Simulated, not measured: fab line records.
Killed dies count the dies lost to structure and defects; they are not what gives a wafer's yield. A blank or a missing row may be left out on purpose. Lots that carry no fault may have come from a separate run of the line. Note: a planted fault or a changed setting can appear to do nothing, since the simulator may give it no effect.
fab line records -- flow nand_harc
[record] lots = 6, wafers = 16, last_day = 24
route steps=1159 shown P_M2@330 END@1159
lots that met no fault: from a run of the same line without faults
start_h: start of the lot's first displayed wafer, in hours after the record's first day -- wait_h: time in hours since the lot's previous step -- " same as the row above -- L1.1+2: several wafers, shown together as one row -- - value missing, or start not given -- * or withheld: withheld -- < > ~ a bound
route shown NAME@n: a module of which the file shows steps, and the number in the route of the first -- usual: mean/standard deviation of fault-free wafers -- same: alike in all rows -- chamber/n: place in a boat -- sites: readings site by site -- _std_site: standard deviation across them -- _edge_site: the outer-site mean with the inner-site mean subtracted -- radius_mm: how far each site lies from the wafer's centre -- mask NAME#n: copy n -- behind: the tool/chamber that last shaped the wafer -- hold: reason for holding the lot/hours on hold/outcome of the hold -- device: whichever transistor did not switch (one of n, p or np) -- end of line: tests of these same wafers at the route's end -- for a step that has no rows: nothing shown but its recipe -- killed: at the first sort, the dies lost to defects and structure; wafer yield is something else -- map: per-die view of a wafer (x killed, . not killed, _ where there is no die)
set.NAME: the setting as run; set.NAME@STEP: as run at that earlier step -- model.NAME: the simulator's own value behind a step, which no gauge read
lots at some steps of the route; a table a step, a row a wafer
services: the hour from which a tool's chamber was out of use, counted from the record's first day as start_h (under 0 if before that day), plus the number of hours and why
[[steps]]
[step NHARC_P_M2_INSPECT_11]
[usual] raw_defect_count = 4.2/2.6
lot.wafer,tool,chamber,start_h,wait_h,raw_defect_count
L724.1,defect_inspect-01,-,148.10,0.0,4
L724.5,defect_inspect-01,-,148.10,0.0,3
L724.6,defect_inspect-01,-,148.10,0.0,9
L725.1,defect_inspect-02,-,168.10,0.0,0
L725.5,defect_inspect-02,-,168.10,0.0,3
L725.6,defect_inspect-02,-,168.10,0.0,3
L731.1,defect_inspect-01,-,203.65,0.0,2
L731.2,defect_inspect-01,-,203.65,0.0,2
L731.5,defect_inspect-01,-,203.65,0.0,3
L738.1,defect_inspect-01,-,235.94,0.0,10
L738.6,defect_inspect-01,-,235.94,0.0,9
L740.2,defect_inspect-01,-,251.08,0.0,2
L740.3,defect_inspect-01,-,251.08,0.0,11
L742.2,defect_inspect-02,-,254.96,0.0,10
L742.5,defect_inspect-02,-,254.96,0.0,8
L742.6,defect_inspect-02,-,254.96,0.0,7
[step NHARC_P_M2_DESCUM_14]
[recipe] time_s = 3, o2_flow_sccm = 200, ar_flow_sccm = 0, bias_power_w = 0, chemistry = O2
[usual] drypump_motor_current_A = 5.9/0.38, mfc_ar_sccm = 0.012/0.012, oes_product_au = 0.999/0.0068, rf_vpp_V = 57.8/0.83, showerhead_plenum_p_Torr = 1.94/0.063, throttle_valve_pct = 11.311/0.0092
lot.wafer,tool,chamber,start_h,wait_h,drypump_motor_current_A,mfc_ar_sccm,oes_product_au,rf_hours_counter_h,rf_vpp_V,showerhead_plenum_p_Torr,throttle_valve_pct
L724.1,rie_diel-10,3,148.18,0.1,5.9,0.001,0.997,5,58.0,1.92,11.311
L724.5,rie_diel-10,0,148.18,0.1,5.6,0.033,0.994,-,57.0,1.93,11.307
L724.6,rie_diel-10,1,148.18,0.1,6.2,0,1.002,-,57.8,1.96,11.324
L725.1,rie_diel-10,0,168.18,0.1,5.6,0.033,0.994,6,57.4,1.93,11.330
L725.5,rie_diel-10,1,168.18,0.1,6.2,0,0.999,-,58.7,1.96,11.314
L725.6,rie_diel-10,2,168.18,0.1,6.5,0.015,1.006,-,58.2,1.88,11.324
L731.1,rie_diel-05,3,203.71,0.1,5.9,0.007,1.004,6,58.8,2.03,11.296
L731.2,rie_diel-05,1,203.71,0.1,5.3,0.006,0.991,6,58.7,2.03,11.319
L731.5,rie_diel-05,3,203.71,0.1,5.9,0.007,0.994,-,57.9,2.03,11.317
L738.1,rie_diel-10,2,236.00,0.1,6.5,0.015,1.005,1,58.4,1.88,11.303
L738.6,rie_diel-10,2,236.00,0.1,6.5,0.015,1.007,-,56.4,1.88,11.302
L740.3,rie_diel-10,2,251.15,0.1,6.5,0.015,1.001,2,57.5,1.88,11.307
L740.2,rie_diel-10,0,251.15,0.1,5.6,0.033,1.004,2,58.4,1.93,11.294
L742.2,rie_diel-10,2,255.03,0.1,6.5,0.015,0.994,2,58.5,1.88,11.305
L742.5,rie_diel-10,1,255.03,0.1,6.2,0,0.994,-,57.9,1.96,11.321
L742.6,rie_diel-10,2,255.03,0.1,6.5,0.015,0.999,-,57.1,1.88,11.323
[step NHARC_P_M2_ETCH_35]
[recipe] target_depth_a = 400, overetch_a = 120, time_s = 43.94, ion_energy_ev = 200, n2_flow_sccm = 150, h2_flow_sccm = 150, ar_flow_sccm = 0, rf_w = 400, bias_w = 150, chemistry = N2/H2
[step NHARC_P_M2_ETCH_15]
[recipe] target_depth_a = 1825, time_s = 91.2, c4f8_flow_sccm = withheld, ar_flow_sccm = 400, rf_w = 600, bias_w = 300, chemistry = C4F8/Ar
[usual] oes_product_au = 0.952/0.02, rf_vpp_V = 441.5/2
lot.wafer,tool,chamber,start_h,wait_h,oes_product_au,rf_hours_counter_h,rf_vpp_V
L724.1,rie_diel-10,3,-,-,0.917,5,439.7
L724.6,rie_diel-10,1,-,-,0.925,-,443.0
L724.5,rie_diel-10,2,-,-,0.920,-,440.5
L725.1,rie_diel-10,3,-,-,0.940,6,440.3
L725.6,rie_diel-10,1,-,-,0.960,-,442.5
L725.5,rie_diel-10,2,-,-,0.954,-,439.7
L731.2,rie_diel-05,2,-,-,0.931,6,442.5
L731.1,rie_diel-05,3,-,-,0.924,6,443.0
L731.5,rie_diel-05,3,-,-,0.930,-,445.1
L738.1,rie_diel-10,0,-,-,0.936,2,441.6
L738.6,rie_diel-10,3,-,-,0.933,-,439.8
L740.3,rie_diel-10,0,-,-,0.968,2,439.2
L740.2,rie_diel-10,3,-,-,0.966,3,441.4
L742.2,rie_diel-10,2,-,-,0.963,2,439.4
L742.6,rie_diel-10,0,-,-,0.981,-,440.9
L742.5,rie_diel-10,1,-,-,0.961,-,442.9
[step NHARC_P_M2_CD_MEAS_16]
[usual] cd_nm = 170.0/0.69
lot.wafer,tool,chamber,start_h,wait_h,cd_nm
L724.1,cd_sem-03,-,148.46,-,170.4
L724.5,cd_sem-03,-,148.46,-,170.1
L724.6,cd_sem-03,-,148.46,-,170.1
L725.1,cd_sem-01,-,168.47,-,170.2
L725.5,cd_sem-01,-,168.47,-,169.8
L725.6,cd_sem-01,-,168.47,-,169.7
L731.1,cd_sem-01,-,204.06,-,170.3
L731.2,cd_sem-01,-,204.06,-,170.0
L731.5,cd_sem-01,-,204.06,-,169.4
L738.1,cd_sem-01,-,236.33,-,170.0
L738.6,cd_sem-01,-,236.33,-,169.3
L740.2,cd_sem-01,-,251.45,-,170.5
L740.3,cd_sem-01,-,251.45,-,170.8
L742.2,cd_sem-02,-,255.33,-,169.6
L742.5,cd_sem-02,-,255.33,-,170.6
L742.6,cd_sem-02,-,255.33,-,169.4
[step NHARC_P_M2_STRIP_18]
[recipe] power_w = 1000, n2_flow_sccm = 150, h2_flow_sccm = 150, ar_flow_sccm = 0, bias_w = 0, chemistry = N2/H2
[step NHARC_P_M2_ETCH_28]
[recipe] target_depth_a = 300, over_etch_frac = 0.3, time_s = 72.99, ion_energy_ev = 150, cf4_flow_sccm = 50, n2_flow_sccm = 100, ar_flow_sccm = 150, rf_w = 300, bias_w = 100, chemistry = CF4/N2
[step NHARC_P_M2_STRIP_19]
[recipe] time_s = 600, temp_c = 30, chemistry = post_etch_residue_remover
[step NHARC_P_M2_DEGAS_29]
[recipe] temp_c = 250, time_s = 60
[usual] heater_power_w = 320/21
lot.wafer,tool,chamber,start_h,wait_h,heater_power_w
L724.1,pvd_sputter-03,-,149.18,-,333
L724.6,pvd_sputter-03,-,149.18,-,346
L724.5,pvd_sputter-03,-,149.18,-,316
L725.1,pvd_sputter-01,-,169.20,-,293
L725.6,pvd_sputter-01,-,169.20,-,353
L725.5,pvd_sputter-01,-,169.20,-,287
L731.2,pvd_sputter-02,-,204.91,-,303
L731.1,pvd_sputter-02,-,204.91,-,304
L731.5,pvd_sputter-02,-,204.91,-,304
L738.1,pvd_sputter-03,-,237.11,-,341
L738.6,pvd_sputter-03,-,237.11,-,340
L740.2,pvd_sputter-03,-,252.23,-,336
L740.3,pvd_sputter-03,-,252.23,-,326
L742.2,pvd_sputter-01,-,256.04,-,324
L742.6,pvd_sputter-01,-,256.04,-,321
L742.5,pvd_sputter-01,-,256.04,-,306
[step NHARC_P_M2_PRE_CLEAN_30]
[recipe] time_s = 30, temp_c = 280, gas = H2/He
[step NHARC_P_M2_PVD_20]
[recipe] target_thk_a = 50, bias_v = 168.6, power_w = 15000, chamber_pressure_pa = 0.12, time_s = 8.06, substrate_temp_c = 50, material = TaN
[usual] throttle_valve_pct = 29.7/1.1
lot.wafer,tool,chamber,start_h,wait_h,throttle_valve_pct
L724.1,pvd_sputter-03,-,-,-,28.8
L724.6,pvd_sputter-03,-,-,-,30.5
L724.5,pvd_sputter-03,-,-,-,28.6
L725.1,pvd_sputter-01,-,-,-,27.3
L725.6,pvd_sputter-01,-,-,-,27.3
L725.5,pvd_sputter-01,-,-,-,30.7
L731.1,pvd_sputter-02,-,-,-,30.5
L731.2,pvd_sputter-02,-,-,-,29.6
L731.5,pvd_sputter-02,-,-,-,30.8
L738.1,pvd_sputter-03,-,-,-,28.5
L738.6,pvd_sputter-03,-,-,-,28.8
L740.3,pvd_sputter-03,-,-,-,30.5
L740.2,pvd_sputter-03,-,-,-,29.2
L742.2,pvd_sputter-01,-,-,-,27.4
L742.5,pvd_sputter-01,-,-,-,29.7
L742.6,pvd_sputter-01,-,-,-,28.7
[step NHARC_P_M2_PVD_21]
[recipe] target_thk_a = 300, chamber_pressure_pa = 5, power_w = 5000, substrate_temp_c = 30, time_s = 20.49, material = Cu
[step NHARC_P_M2_ECD_22]
[recipe] target_thk_a = 4000, bath_temp_c = 25, material = Cu
[usual] bath_heat_duty_pct = 6.0/0.55
lot.wafer,tool,chamber,start_h,wait_h,bath_heat_duty_pct
L724.1,ecd_cu-02,0,149.55,-,6.0
L724.6,ecd_cu-02,0,149.55,-,6.6
L724.5,ecd_cu-02,1,149.55,-,5.3
L725.1,ecd_cu-01,0,169.59,-,5.9
L725.6,ecd_cu-01,1,169.59,-,6.0
L725.5,ecd_cu-01,0,169.59,-,5.5
L731.2,ecd_cu-01,0,205.26,-,4.9
L731.1,ecd_cu-01,1,205.26,-,5.9
L731.5,ecd_cu-01,0,205.26,-,6.1
L738.1,ecd_cu-01,1,237.64,-,5.8
L738.6,ecd_cu-01,1,237.64,-,6.0
L740.2,ecd_cu-01,0,252.72,-,6.1
L740.3,ecd_cu-01,1,252.72,-,6.4
L742.2,ecd_cu-02,1,256.45,-,6.1
L742.5,ecd_cu-02,0,256.45,-,6.0
L742.6,ecd_cu-02,1,256.45,-,7.0
[step NHARC_P_M2_ANNEAL_31]
[recipe] temp_c = 225, time_s = 90
[usual] wafer_temp_C_max = 225.99/0.24
lot.wafer,tool,chamber,start_h,wait_h,wafer_temp_C_max
L724.1,rtp_anneal-01,0,149.93,0.3,225.61
L724.5,rtp_anneal-01,0,149.93,0.3,225.98
L724.6,rtp_anneal-01,0,149.93,0.3,226.00
L725.1,rtp_anneal-01,0,169.93,0.3,225.96
L725.5,rtp_anneal-01,0,169.93,0.3,226.52
L725.6,rtp_anneal-01,0,169.93,0.3,225.93
L731.1,rtp_anneal-02,0,205.63,-,225.88
L731.2,rtp_anneal-02,0,205.63,-,225.98
L731.5,rtp_anneal-02,0,205.63,-,225.91
L738.1,rtp_anneal-01,0,237.98,-,226.15
L738.6,rtp_anneal-01,0,237.98,-,226.40
L740.2,rtp_anneal-02,0,253.28,0.5,226.05
L740.3,rtp_anneal-02,0,253.28,0.5,226.45
L742.2,rtp_anneal-01,0,256.83,-,226.18
L742.5,rtp_anneal-01,0,256.83,-,226.45
L742.6,rtp_anneal-01,0,256.83,-,225.88
[step NHARC_P_M2_CMP_23]
[recipe] t_overpolish_s = 20, target_thk_nm = 144.3
[usual] motor_current_A = 12.9/0.92, pad_life_wafers = 239/130, time_to_endpoint_s = 29.2/2
lot.wafer,tool,chamber,start_h,wait_h,motor_current_A,pad_life_wafers,time_to_endpoint_s
L724.1,cmp-04,0,150.30,-,11.6,265,26.5
L724.5,cmp-04,3,150.30,-,14.4,-,27.4
L724.6,cmp-04,0,150.30,-,11.7,-,26.4
L725.1,cmp-01,0,170.32,-,12.1,440,26.6
L725.6,cmp-01,2,170.32,-,12.6,-,26.0
L725.5,cmp-01,3,170.32,-,12.5,-,26.5
L731.1,cmp-03,1,206.00,-,14.4,265,29.7
L731.2,cmp-03,2,206.00,-,13.5,266,31.1
L731.5,cmp-03,1,206.00,-,14.4,-,28.1
L738.1,cmp-01,3,238.37,-,12.2,266,30.0
L738.6,cmp-01,2,238.37,-,13.0,-,51.7
L740.3,cmp-04,1,253.60,-,13.1,253,51.3
L740.2,cmp-04,2,253.60,-,13.9,254,31.5
L742.2,cmp-01,3,257.18,-,12.5,386,28.6
L742.5,cmp-01,1,257.18,-,13.5,-,28.6
L742.6,cmp-01,2,257.18,-,12.6,-,27.7
[step NHARC_P_M2_THK_MEAS_24]
[recipe] thk_meas_gauge = xrf
[usual] thk_nm = 144.4/1.3
lot.wafer,tool,chamber,start_h,wait_h,thk_nm
L724.1,film_metro-02,-,150.59,-,145.0
L724.5,film_metro-02,-,150.59,-,144.8
L724.6,film_metro-02,-,150.59,-,141.4
L725.1,film_metro-01,-,170.58,-,145.1
L725.5,film_metro-01,-,170.58,-,143.1
L725.6,film_metro-01,-,170.58,-,145.1
L731.1,film_metro-01,-,206.29,-,145.4
L731.2,film_metro-01,-,206.29,-,145.4
L731.5,film_metro-01,-,206.29,-,146.7
L738.1,film_metro-01,-,238.63,-,144.9
L738.6,film_metro-01,-,238.63,-,144.6
L740.2,film_metro-02,-,253.89,-,143.3
L740.3,film_metro-02,-,253.89,-,145.6
L742.2,film_metro-01,-,257.44,-,144.0
L742.5,film_metro-01,-,257.44,-,144.8
L742.6,film_metro-01,-,257.44,-,145.4
[step NHARC_END_SORT_01]
[recipe] temp_c = 25
[usual] defect_limited_yield = 95.4/1.4, killed_at_array = 27/10, killed_at_other = 0.6/1, killed_at_periphery = 3.4/2.7, killed_dies = 31/9.7, killed_open = 3.4/1.7, killed_short = 2.2/1.5, sort_bin_2_pct = 1.4/0.57, sort_bin_3_pct = 0.25/0.23, sort_bin_4_pct = 3.0/0.94, sort_n_pass = 646/9.7, sort_rim_yield_pct = 95.3/3, sort_yield_pct = 95.4/1.4
[same] gross_dies = 677, sort_bin_5_pct[%] = 0, sort_bin_6_pct[%] = 0, sort_bin_7_pct[%] = 0, sort_bin_8_pct[%] = 0, sort_rim_n_gross = 106.00
lot.wafer,tool,chamber,start_h,wait_h,defect_limited_yield[%],killed_at_array,killed_at_other,killed_at_periphery,killed_dies,killed_open,killed_short,sort_bin_2_pct[%],sort_bin_3_pct[%],sort_bin_4_pct[%],sort_n_pass,sort_rim_yield_pct[%],sort_yield_pct[%]
L725.1,prober-01,0,473.71,2.5,96.0,26,0,1,27,4,0,1.2,0.44,2.4,650,96.2,96.0
L725.5,prober-01,0,476.93,3.7,94.7,36,0,0,36,5,0,1.3,0.15,3.8,641,95.3,94.7
L725.6,prober-01,0,477.74,4.0,95.4,28,0,3,31,0,1,1.8,0.15,2.7,646,96.2,95.4
L731.1,prober-02,0,511.77,2.5,95.9,26,0,2,28,4,1,1.5,0.59,2.1,649,99.1,95.9
L731.2,prober-02,0,512.57,2.8,95.3,32,0,0,32,2,1,1.3,0.59,2.8,645,94.3,95.3
L731.5,prober-02,0,514.94,3.7,95.1,32,0,1,33,2,1,1.3,0.15,3.4,644,100.0,95.1
// killed by level:class
L725.1 A_CHANNEL_HOLE_D1:chamber_film_flake=12 A_SLIT:chamber_film_flake=7 A_STAIRCASE:chamber_film_flake=4 A_CONTACT:geometric_particle:open=3 P_CONTACT:geometric_particle:open=1
L725.5 A_CHANNEL_HOLE_D1:chamber_film_flake=16 A_SLIT:chamber_film_flake=8 A_STAIRCASE:chamber_film_flake=4 A_CONTACT:chamber_film_flake=3 A_SOURCE_PLATE:geometric_particle:open=1 A_CONTACT:geometric_particle:open=1 A_BLC:geometric_particle:open=1 A_M0:geometric_particle:open=1
L725.6 A_CHANNEL_HOLE_D1:chamber_film_flake=14 A_SLIT:chamber_film_flake=9 A_CONTACT:chamber_film_flake=3 A_STAIRCASE:chamber_film_flake=2 P_CONTACT:geometric_particle:short=1 P_STI:chamber_film_flake=1 P_M1:chamber_film_flake=1
L731.1 A_CHANNEL_HOLE_D1:chamber_film_flake=14 A_CONTACT:chamber_film_flake=3 A_ZERO_WELL:chamber_film_flake=2 P_CONTACT:geometric_particle:open=1 P_M0:geometric_particle:open=1 A_WL_FILL:geometric_particle:short=1 A_WL_FILL:geometric_particle:open=1 A_M0:geometric_particle:open=1
L731.2 A_CHANNEL_HOLE_D1:chamber_film_flake=19 A_CONTACT:chamber_film_flake=6 A_BLC:chamber_film_flake=3 A_CHANNEL_HOLE_D1:geometric_particle:short=1 A_WL_FILL:geometric_particle:open=1 A_M1:geometric_particle:open=1 A_STAIRCASE:chamber_film_flake=1
L731.5 A_CHANNEL_HOLE_D1:chamber_film_flake=16 A_CONTACT:chamber_film_flake=6 A_BLC:chamber_film_flake=5 A_ZERO_WELL:chamber_film_flake=2 A_CHANNEL_HOLE_D1:geometric_particle:short=1 A_SGD_CUT:geometric_particle:open=1 A_M0:geometric_particle:open=1 P_GATE:chamber_film_flake=1
[[services]]
tool,chamber,start_h,hours,kind
cmp-01,-,146.71,1.7,repair
ecd_cu-02,-,151.46,1.6,repair
rie_diel-10,3,156.42,5.4,repair
cmp-03,-,157.15,4.0,pm
pvd_sputter-01,-,158.05,10.0,pm
pvd_sputter-03,-,162.06,2.9,repair
rie_diel-05,-,163.62,9.0,pm
rie_diel-10,-,176.50,9.0,pm
cmp-01,-,176.94,2.2,repair
rie_diel-05,-,177.75,0.4,repair
cmp-01,-,179.57,4.0,pm
ecd_cu-02,-,180.00,8.0,pm
cmp-04,-,185.44,2.5,repair
cmp-03,-,191.87,0.6,repair
cmp-04,-,195.22,0.2,repair
rie_diel-10,2,197.85,5.3,repair
cmp-04,-,203.00,4.0,pm
rie_diel-10,2,209.00,8.1,repair
pvd_sputter-02,-,214.00,10.0,pm
pvd_sputter-03,-,221.09,3.8,repair
cmp-03,-,230.98,1.9,repair
cmp-04,-,247.65,0.5,repair
cmp-01,-,251.62,0.8,repair
pvd_sputter-02,-,252.03,16.4,repair
[[key]]
[first_sign] step = NHARC_P_M2_CMP_23, reading = time_to_endpoint_s, direction = up, sigmas = 11, usual = *, struck = *
effect none on later readings
met_at NHARC_P_M2_ECD_22
struck_wafers L738.6,L740.3
onset_between 205.26 237.64
[fault] kind = process_parameter_drift, tool = ecd_cu-01, chamber = -, onset_h = 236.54, steps = NHARC_P_M2_ECD_22, channel = target_thk_a, offset = *, shape = step, end_h = 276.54, scope = struck_wafers_only, acts_in = *, stated = *
